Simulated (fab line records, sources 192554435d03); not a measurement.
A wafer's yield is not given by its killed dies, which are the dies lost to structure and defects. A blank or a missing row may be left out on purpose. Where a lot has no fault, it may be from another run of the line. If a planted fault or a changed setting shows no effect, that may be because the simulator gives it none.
fab line records + flow n5_finfet
record
- lots=4
- wafers=12
- last_day=18
route steps=1938 shown BEOL_M4@1099 BEOL_M5@1112 BEOL_M6@1253 PASSIVATION@1936
lots that met no fault: taken from a fault-free run of the same line
start_h: start of the lot's first displayed wafer, in hours after the record's first day + wait_h: hours from the lot's prior step to this one + " identical to the entry in the row above + L1.1+2: a row that stands for several wafers + - no value, or no start given + * or withheld: withheld + < > ~ a bound
route shown NAME@n: a module of which the file shows steps, and the number in the route of the first + usual: mean/standard deviation of fault-free wafers + same: alike in all rows + chamber/n: place in a boat + sites: each site's reading + _std_site: their standard deviation + _edge_site: mean of outer sites minus mean of inner sites + radius_mm: how far each site lies from the wafer's centre + mask NAME#n: copy n + behind: the tool/chamber that last shaped the wafer + hold: cause of the lot's hold/its duration in hours/its outcome + device: the n, p or np transistor that did not switch + end of line: the tests these same wafers got at the end of their route + step lacking rows: just its recipe + killed: not the wafer's yield, but the dies lost to structure and defects at the first sort + map: the dies of a wafer, with x for killed, . for not killed, _ for no die there
set.NAME: the run value of the setting; set.NAME@STEP: its run value at that earlier step + model.NAME: the simulator's own value behind a step, which no gauge read
lots seen at some steps along the route; tables by step, rows by wafer
services: the hour from which a tool's chamber was out of use, counted from the record's first day as start_h (under 0 if before that day), plus the number of hours and why
## steps
# step N5_BEOL_M4_ANNEAL_95
# recipe
- temp_c=400
- time_s=240
- ambient=vacuum
# step N5_BEOL_M4_SPUTTER_96
# recipe
- material=Cu
- target_thk_a=45
- temp_c=-20
- chamber_pressure_pa=0.07
- power_w=withheld
- time_s=8.29
# step N5_BEOL_M4_ECD_50
# recipe
- material=Cu
- target_thk_a=3000
# step N5_BEOL_M4_ANNEAL_51
# recipe
- temp_c=225
- time_s=90
- ambient=N2
# step N5_BEOL_M4_CMP_52
# recipe
- stop_on=SiOC
- t_overpolish_s=6.8
- down_force_psi=1
- platen_rpm=50
- clearing_platen_down_force_psi=1.5
- clearing_platen_rpm=50
- post_cmp_clean=cu_alkaline
- target_thk_nm=40
- clearing_platen_pad_velocity_m_s=0.99484
- pad_velocity_m_s=0.99484
# step N5_BEOL_M4_PRE_CLEAN_60
# recipe
- gas=NH3/H2
- time_s=15
- temp_c=*
- rf_power_w=300
# step N5_BEOL_M4_CO_CAP_55
# recipe
- material=Co
- target_thk_a=20
- temp_c=200
- precursor=CCTBA/H2
- pressure_torr=30
- time_s=102.1
# step N5_BEOL_M4_PRE_CLEAN_56
# recipe
- gas=NH3
- time_s=15
- temp_c=withheld
- rf_power_w=300
# step N5_BEOL_M4_DEP_57
# recipe
- material=SiCN
- target_thk_a=80
- temp_c=withheld
- precursor=3MS/NH3
- pressure_torr=3
- rf_w=202
- time_s=14
# step N5_BEOL_M4_RC_MEAS_101
# usual
- DIBL_N=36.1/1.6
- DIBL_P=35.8/2
- IOFF_N=0.157/0.029
- IOFF_P=0.21/0.034
- ION_N=677/13
- ION_P=465/8.1
- SS_N=71.3/0.61
- SS_P=73.2/0.65
- VT_N=249/3.3
- VT_P=-250/3.2
| lot.wafer | tool      | chamber | start_h | wait_h | DIBL_N[mV/V] | DIBL_P[mV/V] | IOFF_N[nA/um] | IOFF_P[nA/um] | ION_N[uA/um] | ION_P[uA/um] | SS_N[mV/dec] | SS_P[mV/dec] | VT_N[mV] | VT_P[mV] |
|-----------|-----------|---------|---------|--------|--------------|--------------|---------------|---------------|--------------|--------------|--------------|--------------|----------|----------|
| L484.3    | prober-01 | 0       | 307.99  | 0.4    | 35.8         | 36.8         | 0.152         | 0.23          | 688          | 473          | 71.1         | 74.0         | 247      | -249     |
| L484.5    | "         | 0       | "       | "      | 38.5         | 39.3         | 0.196         | 0.27          | 679          | 466          | 71.6         | 74.1         | 247      | -244     |
| L484.6    | "         | 0       | "       | "      | 34.5         | 34.6         | 0.130         | 0.19          | 680          | 472          | 70.4         | 73.2         | 250      | -250     |
| L485.1    | prober-01 | 0       | 313.01  | 0.0    | 34.8         | 34.9         | 0.145         | 0.20          | 679          | 469          | 71.6         | 73.3         | 250      | -250     |
| L485.4    | "         | 0       | "       | "      | 34.0         | 33.3         | 0.131         | 0.18          | 668          | 464          | 71.1         | 72.8         | 251      | -253     |
| L485.6    | "         | 0       | "       | "      | 34.3         | 33.4         | 0.130         | 0.17          | 674          | 463          | 71.0         | 74.2         | 250      | -253     |
| L487.1    | prober-02 | 0       | 315.44  | 0.0    | 36.5         | 36.4         | 0.175         | 0.22          | 683          | 461          | 71.8         | 73.7         | 249      | -249     |
| L487.2    | "         | 0       | "       | "      | 35.7         | 35.6         | 0.160         | 0.22          | 687          | 472          | 71.0         | 73.5         | 249      | -249     |
| L487.6    | "         | 0       | "       | "      | 36.7         | 36.6         | 0.182         | 0.23          | 684          | 464          | 71.5         | 73.3         | 248      | -248     |
| L488.2    | prober-02 | 0       | 321.78  | 0.2    | 37.1         | 38.1         | 0.165         | 0.22          | 677          | 460          | 71.3         | 73.2         | 246      | -252     |
| L488.5    | "         | 0       | "       | "      | 36.9         | 37.7         | 0.171         | 0.22          | 682          | 466          | 71.8         | 73.3         | 247      | -251     |
| L488.6    | "         | 0       | "       | "      | 35.2         | 36.5         | 0.134         | 0.20          | 662          | 459          | 71.7         | 73.8         | 252      | -251     |
# step N5_BEOL_M5_ILD_DEP_00
# recipe
- material=SiCOH_lowk
- target_thk_a=1406.4
- temp_c=300
- precursor=DEMS/porogen
- pressure_torr=5
- rf_w=500
- time_s=25.9
# step N5_BEOL_M5_CURE_79
# recipe
- temp_c=385
- time_s=240
- ambient=He/Ar
- material=SiCOH_lowk
# step N5_BEOL_M5_PECVD_70
# recipe
- material=SiO2
- target_thk_a=160
- temp_c=400
- precursor=TEOS/O2
- pressure_torr=5.5
- rf_w=450
- teos_flow_sccm=53.8
- gas=O2
- flow_sccm=3000
- time_s=18
# step N5_BEOL_M5_HM_DEP_02
# recipe
- material=TiN
- target_thk_a=200
- temp_c=25
- chamber_pressure_pa=0.49996
# step N5_BEOL_M5_COAT_59
# recipe
- resist=SOC
- temp_c=250
- time_s=60
- spin_rpm=1500
- resist_thk_nm=60
# step N5_BEOL_M5_COAT_60
# recipe
- resist=SiARC
- temp_c=220
- time_s=60
- spin_rpm=1500
- resist_thk_nm=12
# step N5_BEOL_M5_COAT_71
# recipe
- resist=underlayer
- temp_c=205
- time_s=60
- spin_rpm=1500
- resist_thk_nm=5
# step N5_BEOL_M5_COAT_05
# recipe
- resist=CAR-EUV
- spin_rpm=1500
- resist_thk_nm=30
# step N5_BEOL_M5_EBR_07
# recipe
- solvent=PGMEA
- ebr_width_mm=1.5
# step N5_BEOL_M5_SOFTBAKE_06
# recipe
- temp_c=110
- time_s=60
- resist=CAR-EUV
# step N5_BEOL_M5_EXPOSE_08
# recipe
- mask_id=M5
- na=0.33
- source_shape=annular
- sigma_inner=0.4
- sigma_outer=0.8
- polarization=unpolarized
- target_cd_nm=28
- dose_mj=35.75
# step N5_BEOL_M5_PEB_09
# recipe
- peb_temp_c=100
- peb_time_s=60
- resist=CAR-EUV
# step N5_BEOL_M5_DEVELOP_10
# recipe
- develop_time_s=30
- developer=TMAH
- resist=CAR-EUV
- rinse_liquid=surfactant_rinse
- dry=air_spin
- dev_temp_c=23
# step N5_BEOL_M5_DESCUM_16
# recipe
- chemistry=O2
- time_s=7
- source_power_w=50
- bias_power_w=20
- pressure_mtorr=20
- rf_frequency_hz=2.712e+07
- temp_c=40
- resist=CAR-EUV
- o2_flow_sccm=225
# step N5_BEOL_M5_ETCH_72
# recipe
- chemistry=N2/H2
- target=underlayer
- target_depth_a=65
- mask_material=CAR-EUV
- time_s=5.2
- ion_energy_ev=200
- pressure_mtorr=30
- source_w=840
- bias_w=150
- n2_flow_sccm=200
- h2_flow_sccm=200
- ends=cleared
# step N5_BEOL_M5_ETCH_61
# recipe
- chemistry=CF4
- target=SiARC
- target_depth_a=156
- mask_material=CAR-EUV
- time_s=26
- ion_energy_ev=80
- pressure_mtorr=40
- source_w=545
- bias_w=36
- Ar_flow_sccm=100
- cf4_flow_sccm=100
- ends=cleared
# step N5_BEOL_M5_ETCH_62
# recipe
- chemistry=N2/H2
- target=SOC
- target_depth_a=750
- overetch_a=150
- mask_material=SiARC
- temp_c=40
- time_s=112.5
- ion_energy_ev=200
- pressure_mtorr=30
- source_w=840
- bias_w=150
- n2_flow_sccm=200
- h2_flow_sccm=200
# step N5_BEOL_M5_STRIP_63
# recipe
- chemistry=N2/H2
- temp_c=40
- n2_flow_sccm=200
- h2_flow_sccm=200
- rf_frequency_hz=6e+07
# step N5_BEOL_M5_STRIP_73
# recipe
- chemistry=N2/H2
- temp_c=40
- n2_flow_sccm=200
- h2_flow_sccm=200
- rf_frequency_hz=6e+07
# step N5_BEOL_M5_STRIP_64
# recipe
- chemistry=CF4
- resist=SiARC
- power_w=300
- bias_power_w=75
- pressure_mtorr=50
- cf4_flow_sccm=150
- rf_frequency_hz=6e+07
# step N5_BEOL_M5_HM_OPEN_17
# recipe
- chemistry=Cl2/BCl3
- target_depth_a=200
- overetch_a=60
- target=TiN
- mask_material=SOC
- ion_energy_ev=150
- pressure_mtorr=10
- icp_w=1000
- bias_w=126
- Cl2_flow_sccm=53.25
- bcl3_flow_sccm=21.75
- Ar_flow_sccm=25
# step N5_BEOL_M5_STRIP_19
# recipe
- chemistry=O2
- power_w=400
- temp_c=40
- pressure_mtorr=30
- rf_frequency_hz=6e+07
- bias_power_w=0
- overash_fraction=0.2
- o2_flow_sccm=225
# step N5_BEOL_M5_COAT_65
# recipe
- resist=SOC
- temp_c=250
- time_s=60
- spin_rpm=1500
- resist_thk_nm=60
# step N5_BEOL_M5_COAT_66
# recipe
- resist=SiARC
- temp_c=220
- time_s=60
- spin_rpm=1500
- resist_thk_nm=12
# step N5_BEOL_M6_CVD_78
# recipe
- material=Co
- target_thk_a=20
- temp_c=withheld
- precursor=CCTBA/H2
- pressure_torr=30
- time_s=142.3
# usual
- chamber_pressure_Torr=30.00/0.07
- run_length_s=165.5/0.46
| lot.wafer | tool      | chamber | start_h | wait_h | chamber_pressure_Torr | run_length_s |
|-----------|-----------|---------|---------|--------|-----------------------|--------------|
| L484.3    | cvd_co-02 | 2       | 331.27  | 0.1    | -                     | -            |
| L484.5    | "         | 0       | "       | "      | -                     | -            |
| L484.6    | "         | 2       | "       | "      | -                     | -            |
| L485.1    | cvd_co-01 | 1       | 335.61  | 0.0    | -                     | -            |
| L485.4    | "         | 2       | "       | "      | -                     | -            |
| L485.6    | "         | 0       | "       | "      | -                     | -            |
| L487.1    | cvd_co-01 | 0       | 339.35  | 0.0    | 30.08                 | 166.0        |
| L487.2    | "         | 1       | "       | "      | 30.09                 | 165.8        |
| L487.6    | "         | 2       | "       | "      | 29.90                 | 165.5        |
| L488.2    | cvd_co-01 | 0       | 343.40  | 0.0    | 30.01                 | 165.8        |
| L488.5    | "         | 1       | "       | "      | 29.95                 | 165.3        |
| L488.6    | "         | 0       | "       | "      | 29.92                 | 166.2        |
# step N5_BEOL_M6_CMP_52
# recipe
- stop_on=SiCOH_lowk
- t_overpolish_s=6.9
- down_force_psi=1
- platen_rpm=50
- clearing_platen_down_force_psi=1.5
- clearing_platen_rpm=50
- post_cmp_clean=cu_alkaline
- target_thk_nm=80
- clearing_platen_pad_velocity_m_s=0.99484
- pad_velocity_m_s=0.99484
# usual
- barrier_field_endpoint_s=28.9/0.82
- clearing_platen_rpm=50.001/0.027
- motor_current_A=6.1/0.45
| lot.wafer | tool   | chamber | start_h | wait_h | barrier_field_endpoint_s | clearing_platen_rpm | motor_current_A |
|-----------|--------|---------|---------|--------|--------------------------|---------------------|-----------------|
| L484.3    | cmp-04 | 1       | 332.17  | 0.2    | 25.4                     | 49.975              | 6.4             |
| L484.6    | "      | 3       | "       | "      | 26.0                     | 49.991              | 5.4             |
| L484.5    | "      | 0       | "       | "      | 27.2                     | 49.967              | 6.5             |
| L485.4    | cmp-04 | 0       | 336.37  | 0.2    | 26.4                     | 50.018              | 6.2             |
| L485.1    | "      | 1       | "       | "      | 25.4                     | 49.972              | 6.8             |
| L485.6    | "      | 0       | "       | "      | 27.6                     | 50.006              | 6.0             |
| L487.1    | cmp-04 | 3       | 340.37  | 0.3    | 26.8                     | 50.047              | 5.9             |
| L487.2    | "      | 0       | "       | "      | 28.0                     | 49.980              | 5.9             |
| L487.6    | "      | 3       | "       | "      | 27.8                     | 50.033              | 5.5             |
| L488.2    | cmp-02 | 2       | 344.29  | 0.2    | 29.1                     | 50.009              | 6.5             |
| L488.6    | "      | 1       | "       | "      | 30.4                     | 49.970              | 5.8             |
| L488.5    | "      | 2       | "       | "      | 29.8                     | 49.995              | 6.3             |
# step N5_PASSIVATION_PROBE_49
# usual
- defect_limited_yield=91.0/1.4
- killed_at_M0_to_M3=33/11
- killed_at_M4_up=14/5
- killed_at_contacts=11/7.3
- killed_at_front_end=43/12
- killed_at_other=4/3.1
- killed_dies=106/17
- killed_on_rim=14/3.8
- killed_open=69/13
- killed_short=34/8.7
- sort_bin_5_function=5.2/0.96
- sort_bin_6_memory=3.3/0.66
- sort_n_pass=1074/17
- sort_yield_pct=91.0/1.4
# same
- gross_dies=1180
- killed_at_back_side=0
- sort_bin_4_leakage[%]=0
- sort_bin_8_speed[%]=0
| lot.wafer | tool      | chamber | start_h | wait_h | defect_limited_yield[%] | killed_at_M0_to_M3 | killed_at_M4_up | killed_at_contacts | killed_at_front_end | killed_at_other | killed_dies | killed_on_rim | killed_open | killed_short | sort_bin_5_function[%] | sort_bin_6_memory[%] | sort_n_pass | sort_yield_pct[%] |
|-----------|-----------|---------|---------|--------|-------------------------|--------------------|-----------------|--------------------|---------------------|-----------------|-------------|---------------|-------------|--------------|------------------------|----------------------|-------------|-------------------|
| L485.1    | prober-01 | -       | 424.94  | 0.0    | 13.6                    | 23                 | 949             | 12                 | 35                  | 0               | 1019        | 89            | 59          | 22           | 73.5                   | 12.8                 | 161         | 13.6              |
| L485.4    | prober-01 | -       | 425.09  | 0.2    | 15.4                    | 16                 | 937             | 14                 | 31                  | 0               | 998         | 152           | 46          | 21           | 73.2                   | 11.2                 | 182         | 15.4              |
| L485.6    | prober-01 | -       | 425.19  | 0.3    | 11.9                    | 20                 | 955             | 21                 | 40                  | 3               | 1039        | 151           | 58          | 37           | 75.9                   | 11.7                 | 141         | 11.9              |
| L484.3    | prober-02 | -       | 425.45  | 0.1    | 11.9                    | 13                 | 985             | 4                  | 35                  | 2               | 1039        | 152           | 37          | 26           | 75.8                   | 11.9                 | 141         | 11.9              |
| L484.5    | prober-02 | -       | 425.55  | 0.2    | 10.8                    | 20                 | 939             | 9                  | 76                  | 8               | 1052        | 100           | 75          | 46           | 75.3                   | 13.5                 | 128         | 10.8              |
| L484.6    | prober-02 | -       | 425.60  | 0.3    | 11.4                    | 18                 | 972             | 9                  | 44                  | 2               | 1045        | 152           | 49          | 33           | 76.5                   | 11.8                 | 135         | 11.4              |
| L487.1    | prober-01 | -       | 438.18  | 0.0    | 92.5                    | 29                 | 11              | 11                 | 33                  | 4               | 88          | 11            | 50          | 32           | 4.2                    | 2.5                  | 1092        | 92.5              |
| L487.2    | prober-01 | -       | 438.23  | 0.1    | 93.6                    | 32                 | 17              | 5                  | 18                  | 3               | 75          | 12            | 59          | 14           | 3.7                    | 2.5                  | 1105        | 93.6              |
| L487.6    | prober-01 | -       | 438.43  | 0.3    | 89.1                    | 45                 | 29              | 14                 | 38                  | 3               | 129         | 22            | 88          | 35           | 6.2                    | 4.3                  | 1051        | 89.1              |
# killed by level:class
L485.1 BEOL_M6:area_cvd=592 BEOL_M6:interface_void_opened=343 BEOL_M2:geometric_particle:open=13 MOL_CONTACT_COAG:geometric_particle:open=11 STI_FIN_REVEAL:geometric_particle:open=9 FIN_SAQP:geometric_particle:open=4 DUMMY_GATE:geometric_particle:open=4 BEOL_M4:geometric_particle:open=4
L485.4 BEOL_M6:area_cvd=601 BEOL_M6:interface_void_opened=330 MOL_CONTACT_COAG:geometric_particle:open=12 FIN_SAQP:geometric_particle:short=9 BEOL_M2:geometric_particle:open=7 FIN_SAQP:geometric_particle:open=5 STI_FIN_REVEAL:geometric_particle:open=5 BEOL_M0_SAQP:geometric_particle:open=3
L485.6 BEOL_M6:area_cvd=606 BEOL_M6:interface_void_opened=338 MOL_CONTACT_COAG:geometric_particle:open=17 FIN_SAQP:geometric_particle:short=11 BEOL_M0_SAQP:geometric_particle:open=8 BEOL_M5:geometric_particle:short=5 STARTING-WAFER:geometric_particle:open=5 STI_FIN_REVEAL:geometric_particle:open=5
L484.3 BEOL_M6:area_cvd=634 BEOL_M6:interface_void_opened=341 FIN_SAQP:geometric_particle:short=10 DUMMY_GATE:geometric_particle:open=5 ILD0:geometric_particle:short=4 GATE_CUT:geometric_particle:short=4 GATE_CUT:geometric_particle:open=4 MOL_CONTACT_COAG:geometric_particle:open=4
L484.5 BEOL_M6:area_cvd=583 BEOL_M6:interface_void_opened=346 FIN_SAQP:geometric_particle:open=20 FIN_SAQP:geometric_particle:short=20 STI_FIN_REVEAL:geometric_particle:open=9 BEOL_M1:geometric_particle:open=7 MOL_CONTACT_COAG:geometric_particle:open=6 DUMMY_GATE:geometric_particle:open=6
L484.6 BEOL_M6:area_cvd=628 BEOL_M6:interface_void_opened=333 FIN_SAQP:geometric_particle:short=10 FIN_SAQP:geometric_particle:open=9 MOL_CONTACT_COAG:geometric_particle:open=7 BEOL_M1:geometric_particle:open=7 GATE_CUT:geometric_particle:open=5 GATE_CUT:geometric_particle:short=5
L487.1 MOL_CONTACT_COAG:geometric_particle:open=9 FIN_SAQP:geometric_particle:short=8 BEOL_M1:geometric_particle:open=7 BEOL_M2:geometric_particle:open=7 FIN_SAQP:geometric_particle:open=6 HKMG_FIN:area_etch=5 BEOL_M4:geometric_particle:open=4 GATE_CUT:geometric_particle:short=4
L487.2 BEOL_M2:geometric_particle:open=9 BEOL_M0_SAQP:geometric_particle:open=7 BEOL_M3:geometric_particle:open=6 BEOL_M7:geometric_particle:open=5 FIN_SAQP:geometric_particle:open=4 MOL_CONTACT_COAG:geometric_particle:open=4 BEOL_M4:geometric_particle:open=4 STI_FIN_REVEAL:geometric_particle:open=3
L487.6 BEOL_M4:geometric_particle:open=14 MOL_CONTACT_COAG:geometric_particle:open=11 BEOL_M2:geometric_particle:open=10 BEOL_M1:geometric_particle:open=8 BEOL_M0_SAQP:geometric_particle:open=7 DUMMY_GATE:geometric_particle:open=6 BEOL_M5:geometric_particle:open=6 STI_FIN_REVEAL:geometric_particle:open=5
# map L484.5 (x killed, . not)
_________________.xxxx.xxxx.x________________
______________x.xx.xxxxxxxx.x.xx_____________
___________xx.xxx.xxxxx.xxxx.xx.x.x__________
__________xxxx..xxxxxxxxxxxxxxxxxx.._________
________x..xxxxxxxx.xxxxxxxx.x.xx.xxx._______
_______.xxxxxxxxxxxxxxxxxxxxxxxx..xxx.x______
______.xxxxxxx.xxxxxxxxxxxxxxxxx.xxxxx.._____
_____x.xxxxxxxxxxxxxxxxxxxxxxxxxxxxxxx..x____
____xxxxxxxxxxxxxxxxxxxxxxxxxxxxxxxxxxxxx.___
___xxxxxxxxxxxxxxxxxxxxxxxxxxxxxxxxxxxxxxxx__
___...xxxxxxxxxxxxxxxxxxxxxxxxxxxxxxxxxxx.x__
__xxxx.xxxxxxxxxxxxxxxxxxxxxxxxxxxxxxxxx.xxx_
__xx.xxxxxxxxxxxxxxxxxxxxxxxxxxxxxxxxxxx.xxx_
_xx.xxxxxxxxxxxxxxxxxxxxxxxxxxxxxxxxxxx.x.xxx
_x.x.xx.xxxxxxxxxxxxxxxxxxxxxxxxxxxxxxxxx....
_.xxx.xxxxxx.xxxxxxxxxxxxxxxxxxxxxxxxxxxx.x.x
_x..xxxxxxxxxxxxxxxxxxxxxxxxxxxxxxxxxxxxxx.x.
_xxxx.xxxxxxxxxxxxxxxxxxxxxxxxxxxxxxxx.xxxxxx
_.xxxxxxxxxxxxxxxxxxxxxxxxxxxxxxxxxxxxx.xxx.x
_.xxxxxxxxxxx.xxxxxxxxxxxxxxxxxxxxxxxxxx.xxxx
_.xxxxxxxxxxxxxxxxxxxxxxxxxxxxxxxxx.xxxxxx.xx
__..xxxxxxxxxxxxxxxxxx.xxxxxxxxxxxxx.xxxxx.._
__x.xxxxxxxxxxxxxxxxxxxxxxxxxxxxxxxxxxxxx.xx_
___.xxxxxxxxxxxxxxxxxxxxxxxxxxxxxxxxxxxxxx.__
___.xx.xxxxxxxxxxxxxxxxxxxxxxxxxxxxxxxx.xx.__
____.x.xxxx.xxxxxxxxxxxxxxxxxxxxxxxxxxx..x___
_____xx.xxxxxxxxxxxxxxxxxxxxx.xxxxxx.xx..____
______xxxxx.xxxxxxxxxxxxxxxxxxxxxxxxxxxx_____
_______x...xxxxxxxxxxxxxxxxxx.x.xxxxxxx______
________x..x.xxxxxxxx.xxxxxxxxxxxx.xxx_______
__________x..xxx.xxxxx.xxxxxx.xxx.xx_________
___________...x..xxxxxxxxxxxx.xxxxx__________
______________xxxxxxxxxxxxxx.x.x_____________
_________________xx.xxxx.xx..________________
# map L485.6 (x killed, . not)
_________________xxxxxxxxxxxx________________
______________xxxxxxxxxxxxxxxxxx_____________
___________xxxxxxxxxxxxxxxxxxxxxxxx__________
__________xxxxxxxxxxxxxxxx.xxxxxxxxx_________
________xxxxxxxxxxxxxxxxxxxxxxxxxxxxxx_______
_______xxxxxxxxx.xxxxxxxxxxxxxxxxxxxxxx______
______xxxxxxxxxxxxxxx.xxxx.xxxxxxxxxxxxx_____
_____xxxxxxxx.xxxxx..xxxxxxxxxxxxxxxxxxxx____
____xxxxxxxxxxxxxx.xxxxx.xx.xxxxx.xxxxxxxx___
___xxxxxxxxxxxxx.xxx.xxxxxx.x.xx.xxxxxxxxxx__
___xxxxxxxx..xxxx..xxx.xxxx..xxxxxxxxxxxxxx__
__xxxxxx.xx.xxxxxxxxxxx..xxxxxxxxxxxxxxxxxxx_
__xxxxxxxxxxxxx..xxxxx.x.x.x..xx.xxxxxxxxxxx_
_xxxx.xx.x.xxxxxx..xxxxxxx.xxxxxxxxxxxxxxxxxx
_xxxxxxxx..xx..xxxx....xxxx.xxxxxxxxxxxxxxxxx
_xxxxxxxxxxx..x..xx.xxxx.x..x.xxxxxxxxxxxxxxx
_xxxxxxxxxxxx.x...xxxxxxx.xxx.x.xxxxxxxxxxxxx
_xxxxxxx.xx.xx.xxxx.xx..x.xxx..xxxxxxxxxxxxxx
_xxxxxxx..xxxx....xx.x.x.xxxxxxx.xxxxxxxxxxxx
_xxxxx.xxx.xx.x.x.x.x.x...xx..xxxxxxxxxxxxxxx
_xxxxx..xxxxxxxxxxxxxx.xxx.xxxxx.xxxxxxxxxxxx
__xxxxxxxxx..x.xxxxx.xxx.xxxxx.xx.xxxx.xxxxx_
__xxxxxxxxxxxxx.xxxx.xxxx..x.xxxxxxxxxxxxxxx_
___xxxxxxxxxxxxxxxxxxxxx.x..xxx.xxxxxxxxxxx__
___xxxxxxxxxxxxxx..x.xx.xxxxxxxxxxxxxxxxxxx__
____x.x.xxxx.xxxx.x...xxxxxxx..xxxxxxxxxxx___
_____xxxxxxxx..xxxx.xxxxxx.xxxxxxxxxxxxxx____
______xxxxxxxxx.xxx.xxx.xxxx.xxxxxxxxxxx_____
_______xxxxxxxxxxxxxxxxxxxxxxxxxxxxxxxx______
________xxx.xxxxxxxxxxxxxxxxxxxxxxxxxx_______
__________xxxxxxxxxxxxxxxxxxxxxxxxxx_________
___________xxxxxxxxxxxxxxxxxxxxxxxx__________
______________xxxxxxxxxxxxxxxxxx_____________
_________________xxxxxxxxxxxx________________
## services
| tool      | chamber | start_h | hours | kind           |
|-----------|---------|---------|-------|----------------|
| cmp-04    | -       | 323.84  | 1.4   | repair         |
| cvd_co-02 | 1       | 333.33  | -     | clean          |
| cvd_co-02 | 1       | 333.33  | 22.0  | scheduled_down |
| cvd_co-02 | 1       | 333.33  | 22.0  | vent_cycle     |
## key
first_sign
- step=N5_BEOL_M6_CVD_78
- reading=tool_record
- direction=missing
effect
- step=N5_BEOL_M6_CMP_52
- reading=barrier_field_endpoint_s
- direction=down
- sigmas=3.1
- usual=28.9
- struck=26.3
effect
- step=N5_PASSIVATION_PROBE_49
- reading=killed_at_M4_up
- direction=up
- sigmas=99+
- usual=14
- struck=956
more_kills_born_at
- N5_BEOL_M6_CVD_78@cvd_co-02=1845
- N5_BEOL_M6_CVD_78@cvd_co-01=1799
met_at N5_BEOL_M6_CVD_78
struck_wafers L484.3,L484.5,L484.6,L485.1,L485.4,L485.6
later_rows_left_out L484.3,L484.5,L484.6,L485.1,L485.4,L485.6
fault
- kind=skipped_step_whole
- tool=cvd_co-01,cvd_co-02
- chamber=-
- onset_h=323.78
- steps=N5_BEOL_M6_CVD_78
- scope=struck_lots_only
# later_rows_left_out: the simulator's readings of these wafers behind a module that went badly wrong aren't trusted and aren't shown, but for the sort
